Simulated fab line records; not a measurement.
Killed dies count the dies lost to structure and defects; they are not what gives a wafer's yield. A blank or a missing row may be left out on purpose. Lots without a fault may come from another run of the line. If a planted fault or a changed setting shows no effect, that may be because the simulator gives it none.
The tool behind it: which one? | flow n5-finfet | 32 wafers from 11 lots sampled at 2 of the route's 1938 steps

WHAT THE GAUGES READ, wafer by wafer
N5_MOL_CONTACT_COAG_OVL_MEAS_85. Usual: VG_OVL gives -0.4 nm (standard deviation 0.71).
lot  | measured     | on         | VG_OVL (nm)    | flag
L120 | day 5 11:55  | overlay-01 | -1.1 -0.7      |
L121 | day 5 14:26  | overlay-02 | -0.6 -0.2 -0.7 |
L122 | day 5 19:26  | overlay-02 | -0.6 -1.3 -1.4 |
L123 | day 5 19:52  | overlay-02 | 0.2 -0.1 -0.1  |
L130 | day 7 15:20  | overlay-02 | 0.8 0.3 0.0    |
L132 | day 8 02:14  | overlay-02 | -0.3 1.0 -0.4  |
L133 | day 8 07:28  | overlay-01 | -0.5 -0.7 -2.6 |
L137 | day 9 08:47  | overlay-01 | -1.2 -0.7 -2.2 |
L141 | day 10 06:40 | overlay-01 | -0.7 0.3 1.0   |
L142 | day 10 13:15 | overlay-01 | 0.5 1.0 -0.3   |
L143 | day 10 19:32 | overlay-02 | 0.5 0.2 0.8    |

TOOL THAT RAN EACH LOT (tool first, then ch and the chambers of the sampled wafers, then the start)
lot  | N5_MOL_CONTACT_COAG_SPUTTER_130
L120 | pvd-sputter-03, day 5 07:37
L121 | pvd-sputter-03, day 5 10:32
L122 | pvd-sputter-01, day 5 15:20
L123 | pvd-sputter-01, day 5 15:41
L130 | pvd-sputter-01, day 7 11:25
L132 | pvd-sputter-01, day 7 21:36
L133 | pvd-sputter-02, day 8 03:34
L137 | pvd-sputter-03, day 9 05:00
L141 | pvd-sputter-01, day 10 02:46
L142 | pvd-sputter-02, day 10 09:28
L143 | pvd-sputter-02, day 10 15:44
- N5_MOL_CONTACT_COAG_SPUTTER_130: material Co, target thk 47.5 nm.

AS READ BY THE TOOLS THEMSELVES (means over the sampled wafers that have a number; for cases with no such wafer, the mark the record gives instead)
N5_MOL_CONTACT_COAG_SPUTTER_130. Usual: chamber-pressure-pa 0.4999 Pa, standard deviation 0.00093; throttle-valve-pct 30.2 %, standard deviation 1.2.
lot  | tool           | chamber-pressure-pa (Pa) | throttle-valve-pct (%) | flag
L120 | pvd-sputter-03 | 0.4997                   | 30.1                   |
L121 | pvd-sputter-03 | 0.5002                   | 29.8                   |
L122 | pvd-sputter-01 | 0.5012                   | 29.7                   |
L123 | pvd-sputter-01 | 0.4991                   | 30.6                   |
L130 | pvd-sputter-01 | 0.4992                   | 31.3                   |
L132 | pvd-sputter-01 | 0.4996                   | 30.5                   |
L133 | pvd-sputter-02 | 0.4991                   | 28.3                   |
L137 | pvd-sputter-03 | 0.4994                   | 30.5                   |
L141 | pvd-sputter-01 | 0.5005                   | 29.7                   |
L142 | pvd-sputter-02 | 0.4998                   | 31.1                   |
L143 | pvd-sputter-02 | 0.5000                   | 28.4                   |

THE ANSWER, worked out from the rows above alone
Rule: a lot counts as off when the mean over its wafers that have a number is more than 3 standard deviations away from the usual mean. Also off: a lot with no number at a reading for which 4 or more lots have one. All remaining lots with rows at the step are treated as sound. Order of review: gauges by route order, followed by the tools' own readings, for which a lot's mean as printed above is used. At the first step where some lot is off, the reading lying furthest off is the one used; lots without a number count as furthest.
No lot is off at any reading shown: from this, nothing can be told.

WHAT THE SIMULATOR PUT IN
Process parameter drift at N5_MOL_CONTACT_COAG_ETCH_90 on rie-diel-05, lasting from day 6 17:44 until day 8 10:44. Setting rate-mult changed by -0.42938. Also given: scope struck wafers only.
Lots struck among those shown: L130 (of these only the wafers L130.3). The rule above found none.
